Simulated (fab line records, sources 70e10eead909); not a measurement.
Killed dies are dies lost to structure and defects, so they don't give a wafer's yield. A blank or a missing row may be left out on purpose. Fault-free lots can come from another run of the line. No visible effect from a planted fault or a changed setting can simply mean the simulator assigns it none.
A struck lot beside a sound one ; flow nandHarc ; 15 steps out of a route of 1302
Sound: wafers L829.2, L829.3, L829.6. Struck: wafer L836.3. (L836.5, L836.6 of the same lot were not struck and are left out.) The cause comes at the end.
For every step that has rows: the tool of each side, followed by ch and its chambers, followed by its first start. Under that, the readings that differ: sound wafers ; struck wafers ; difference of the means ; sigmas: that difference in standard deviations of wafers without a fault.
alike: same words and numbers on both sides, and readings whose means sit less than 2 such deviations apart. not compared: any withheld reading, any reading some wafer has no value for, any bound like >300 that may hide the same value, and any number with overlapping values for which the record gives no deviation.
Wherever a step has rows on one side only, a row that says differs or no value, or a row with sigmas, the two part there. Numbers that don't overlap but have no deviation are shown without sigmas and don't part them. A reading that every wafer of one side lacks parts them only if that side has two wafers or more.

NHARC_A_ONON_D2_THK_MEAS_14: measures by ellipsometry.
  sound on filmMetro-02, day 15 09:04; struck on filmMetro-01, day 18 07:25
  alike: thkNm
then, 2 steps without rows for these wafers: NHARC_A_ONON_D2_ANNEAL_15 (time 3600 s); NHARC_A_ONON_D2_DEP_16 (target thk 1000 nm).
NHARC_A_ONON_D2_THK_MEAS_18: measures by ellipsometry.
  sound on filmMetro-01, day 15 16:26; struck on filmMetro-01, day 18 14:56
  alike: thkNm
following that, 1 step holds no rows for these wafers, namely NHARC_A_ONON_D2_DEP_19 (target thickness 1000 nm).
NHARC_A_ONON_D2_THK_MEAS_21: measures by ellipsometry.
  sound on filmMetro-01, day 15 17:01; struck on filmMetro-01, day 18 15:30
  alike: thkNm
following that, 1 step holds no rows for these wafers, namely NHARC_A_ONON_D2_DEP_22 (target thickness 1000 nm).
NHARC_A_ONON_D2_THK_MEAS_24: measures by ellipsometry.
  sound on filmMetro-02, day 15 17:34; struck on filmMetro-01, day 18 16:04
  alike: thkNm
following that, 1 step holds no rows for these wafers, namely NHARC_A_ONON_D2_DEP_25 (target thickness 1000 nm).
NHARC_A_ONON_D2_THK_MEAS_27: measures by ellipsometry.
  sound on filmMetro-02, day 15 18:10; struck on filmMetro-02, day 18 16:38
  alike: thkNm
following that, 1 step holds no rows for these wafers, namely NHARC_A_ONON_D2_DEP_28 (target thickness 1000 nm).
NHARC_A_ONON_D2_THK_MEAS_30: measures by ellipsometry.
  sound on filmMetro-02, day 15 18:44; struck on filmMetro-01, day 18 17:13
  alike: thkNm
NHARC_A_ONON_D2_DEP_33: deposits SiO2, target thk 200 nm.
  sound on pecvd-01 ch 0,1, day 15 18:47; struck on pecvd-01 ch 0, day 18 17:16
reading;sound;struck;difference;sigmas
mfcPrecursorSccm (sccm);161.7 162.4 161.8;140.2;-21.8;-48
  alike: flowSccm, heaterPowerW, rfFwdPowerW, throttleValvePct
NHARC_A_ONON_D2_THK_MEAS_34: measures by ellipsometry.
  sound on filmMetro-02, day 15 19:12; struck on filmMetro-01, day 18 17:40
reading;sound;struck;difference;sigmas
thkNm (nm);196.6 195.4 200.2;172.7;-24.7;-9
next, for these wafers, 1 step has no rows: NHARC_END_SORT_01.

== WHERE THEY PART ==
Last at NHARC_A_ONON_D2_THK_MEAS_34 as far as this record goes, first at NHARC_A_ONON_D2_DEP_33.

WHY: what the simulator had put in
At NHARC_A_ONON_D2_DEP_33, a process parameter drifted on pecvd-01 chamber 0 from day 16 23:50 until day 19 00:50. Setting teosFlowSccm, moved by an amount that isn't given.
